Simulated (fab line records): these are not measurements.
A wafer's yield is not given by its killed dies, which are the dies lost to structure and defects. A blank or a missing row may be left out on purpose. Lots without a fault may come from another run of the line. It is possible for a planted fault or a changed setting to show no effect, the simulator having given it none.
A lot that was struck, set against a sound lot    flow n5 finfet    19 steps out of a route of 1938
Sound: these wafers, L878.1, L878.2, L878.6. Wafers struck: L889.2, L889.3, L889.4. The cause is named last.
Order at every step that has rows: each side's tool, ch and its chambers, its first start. Under that, the readings that differ: sound wafers    struck wafers    difference of the means    sigmas: that difference in standard deviations of wafers without a fault.
alike: same words and numbers on both sides, and readings whose means sit less than 2 such deviations apart. not compared: any withheld reading, any reading some wafer has no value for, any bound like >300 that may hide the same value, and any number with overlapping values for which the record gives no deviation.
The two part at a step that has a row with sigmas, a row that says differs or no value, or rows on one side only. Non-overlapping numbers with no deviation appear without sigmas and do not part them. Lack of a reading on every wafer of one side parts them only where that side has two or more wafers.

N5_BEOL_M9_RS_MEAS_57: a four-point-probe measurement.
  struck on film metro-01, day 13 07:37; sound on film metro-02, day 10 08:05
  alike: M9_RS
N5_BEOL_M9_INSPECT_58: inspects for defects (darkfield).
  struck on defect inspect-01, day 13 07:38; sound on defect inspect-02, day 10 08:09
  alike: raw defect count
N5_BEOL_M10_ILD_DEP_00: deposits SiCOH lowk from DEMS/porogen, target thk 308.51 nm, time 58 s.
  sound on pecvd-04 ch 0,1,2, day 10 08:11; struck on pecvd-01 ch 0,1,2, day 13 07:41
  alike: chamber pressure Torr, heater power w, showerhead plenum p Torr, throttle valve pct
N5_BEOL_M10_CURE_71: cures SiCOH lowk, time 240 s.
  sound on uv cure-03 ch 2, day 10 08:16; struck on uv cure-02 ch 2, day 13 07:51
  alike: lamp power pct, wafer_temp_C_max
N5_BEOL_M10_THK_MEAS_01:
  struck on film metro-02, day 13 08:17; sound on film metro-01, day 10 09:16
  alike: M10_ILD_THK
N5_BEOL_M10_PECVD_70: deposits SiO2 from TEOS/O2, target thk 20 nm, time 22.7 s.
  sound on pecvd-02 ch 0,1,2, day 10 09:18; struck on pecvd-02 ch 0,1,2, day 13 08:19
  alike: chamber pressure Torr, heater power w, showerhead plenum p Torr, throttle valve pct
N5_BEOL_M10_HM_DEP_02: deposits TiN, target thk 20 nm.
  struck on pvd sputter-03, day 13 09:41; sound on pvd sputter-02, day 10 10:33
  alike: throttle valve pct
then, 5 steps without rows for these wafers: N5_BEOL_M10_COAT_59 (time 60 s, resist thk 100 nm); N5_BEOL_M10_COAT_60 (time 60 s, resist thk 30 nm); N5_BEOL_M10_COAT_05 (resist thk 90 nm); N5_BEOL_M10_EBR_07; N5_BEOL_M10_SOFTBAKE_06 (time 60 s).
N5_BEOL_M10_EXPOSE_08: exposes mask M10.
  sound on arfi scanner-02 ch 0, day 10 10:55; struck on arfi scanner-03 ch 0, day 13 10:04
reading                           sound           struck          difference  sigmas
model.BEOL_M10.overlay x nm (nm)  -0.2 -0.2 -0.2  10.4 10.4 10.4  +10.6       
  alike: mask
then, 2 steps without rows for these wafers: N5_BEOL_M10_PEB_09 (peb time 60 s); N5_BEOL_M10_DEVELOP_10 (develop time 30 s).
N5_BEOL_M10_CD_MEAS_11: the cd target is 64.1 nm.
  sound on cd sem-02 ch 0, day 10 11:02; struck on cd sem-03 ch 0, day 13 10:11
  alike: cd nm
N5_BEOL_M10_OVL_MEAS_12:
  sound on overlay-01 ch 0, day 10 11:04; struck on overlay-02 ch 0, day 13 10:13
reading       sound          struck         difference  sigmas
M10_OVL (nm)  0.6 -0.2 -0.3  10.1 10.4 9.6  +10.0       +13
N5_BEOL_M10_INSPECT_13: inspects for defects (brightfield).
  struck on defect inspect-02, day 13 10:14; sound on defect inspect-02, day 10 11:06
reading           sound        struck       difference  sigmas
raw defect count  579 501 512  277 256 305  -251        -3
then, 1 step without rows for these wafers: N5_PASSIVATION_PROBE_49.

WHERE THEY PART
Last at N5_BEOL_M10_INSPECT_13 as far as this record goes, first at N5_BEOL_M10_OVL_MEAS_12.

WHY: what had been put in by the simulator
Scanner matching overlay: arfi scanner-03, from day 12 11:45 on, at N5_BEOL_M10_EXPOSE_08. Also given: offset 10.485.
